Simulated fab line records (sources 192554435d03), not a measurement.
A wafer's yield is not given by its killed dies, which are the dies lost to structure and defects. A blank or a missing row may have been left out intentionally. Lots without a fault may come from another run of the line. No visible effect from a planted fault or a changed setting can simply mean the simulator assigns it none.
One fault seen from 2 desks :: flow n5_finfet :: only its own numbers are on each desk; what lay behind them is given at the end

THE TOOL OWNER'S DESK: rie_diel-06
The tool's own readings at N5_DUMMY_GATE_ETCH_42 (etches SiO2 in CHF3/O2, target depth 3.5 nm, time 31 s): means of the sampled wafers that have a number, for each lot that ran on this tool. Any lot whose mean is over 4 standard deviations away from the usual mean is out of limits and marked OUT; that distance is given in the brackets.
Columns: A = drypump_motor_current_A at N5_DUMMY_GATE_ETCH_42, usual 5.6 A; B = oes_product_au at N5_DUMMY_GATE_ETCH_42, usual 0.81 a.u.; C = rf_vpp_V at N5_DUMMY_GATE_ETCH_42, usual 42.5 V; D = showerhead_plenum_p_Torr at N5_DUMMY_GATE_ETCH_42, usual 2.41 Torr; E = throttle_valve_pct at N5_DUMMY_GATE_ETCH_42, usual 18.70 %
lot: L362
first seen here: day 3 17:53
A: 5.7
B: 0.92
C: 42.9
D: 2.46
E: 18.43

lot: L363
first seen here: day 3 23:43
A: 5.5
B: 0.83
C: 41.9
D: 2.28
E: 18.90

lot: L366
first seen here: day 4 17:11
A: 5.9
B: 0.94
C: 42.1
D: 2.35
E: 18.53

lot: L378
first seen here: day 7 16:58
A: 5.7
B: 0.86
C: 41.7
D: 2.45
E: 18.49
This desk's finding: nothing out of limits on any of the 4 lots.

AT THE METROLOGY DESK
Means of the sampled wafers that have a number, per lot and without regard to the tool the lot ran on: this is what the gauges read. Any lot whose mean is over 4 standard deviations away from the usual mean is out of limits and marked OUT; that distance is given in the brackets. Shown here are 7 of its 12 readings, the ones lying furthest out on some lot.
Columns: A = DIBL_N at N5_BEOL_M4_RC_MEAS_101, usual 36.0 mV/V; B = DIBL_P at N5_BEOL_M4_RC_MEAS_101, usual 36.1 mV/V; C = IOFF_P at N5_BEOL_M4_RC_MEAS_101, usual 0.211 nA/um; D = ION_P at N5_BEOL_M4_RC_MEAS_101, usual 463 uA/um; E = SS_N at N5_BEOL_M4_RC_MEAS_101, usual 71.5 mV/dec; F = SS_P at N5_BEOL_M4_RC_MEAS_101, usual 73.3 mV/dec; G = VT_P at N5_BEOL_M4_RC_MEAS_101, usual -250.2 mV
lot: L362
first seen here: day 3 17:20
A: 37.4
B: 34.4
C: 0.177
D: 456
E: 71.7
F: 73.2
G: -254.0

lot: L363
first seen here: day 3 23:07
A: 35.3
B: 36.2
C: 0.183
D: 460
E: 71.2
F: 72.7
G: -253.6

lot: L364
first seen here: day 4 05:45
A: 37.5
B: 36.9
C: 0.211
D: 461
E: 71.1
F: 72.9
G: -252.1

lot: L366
first seen here: day 4 16:38
A: 35.2
B: 36.0
C: 0.208
D: 465
E: 71.3
F: 73.0
G: -249.9

lot: L378
first seen here: day 7 16:24
A: 36.5
B: 36.2
C: 0.229
D: 470
E: 71.3
F: 73.5
G: -247.8

lot: L379
first seen here: day 7 23:41
A: 36.9
B: 37.8
C: 0.217
D: 462
E: 72.0
F: 73.4
G: -250.6
This desk's finding: nothing out of limits on any of the 6 lots.

BROUGHT TOGETHER
Nothing out of limits was seen by the tool owner's desk.
At the metrology desk, nothing out of limits was observed.

WHAT HAD BEEN PUT IN BY THE SIMULATOR
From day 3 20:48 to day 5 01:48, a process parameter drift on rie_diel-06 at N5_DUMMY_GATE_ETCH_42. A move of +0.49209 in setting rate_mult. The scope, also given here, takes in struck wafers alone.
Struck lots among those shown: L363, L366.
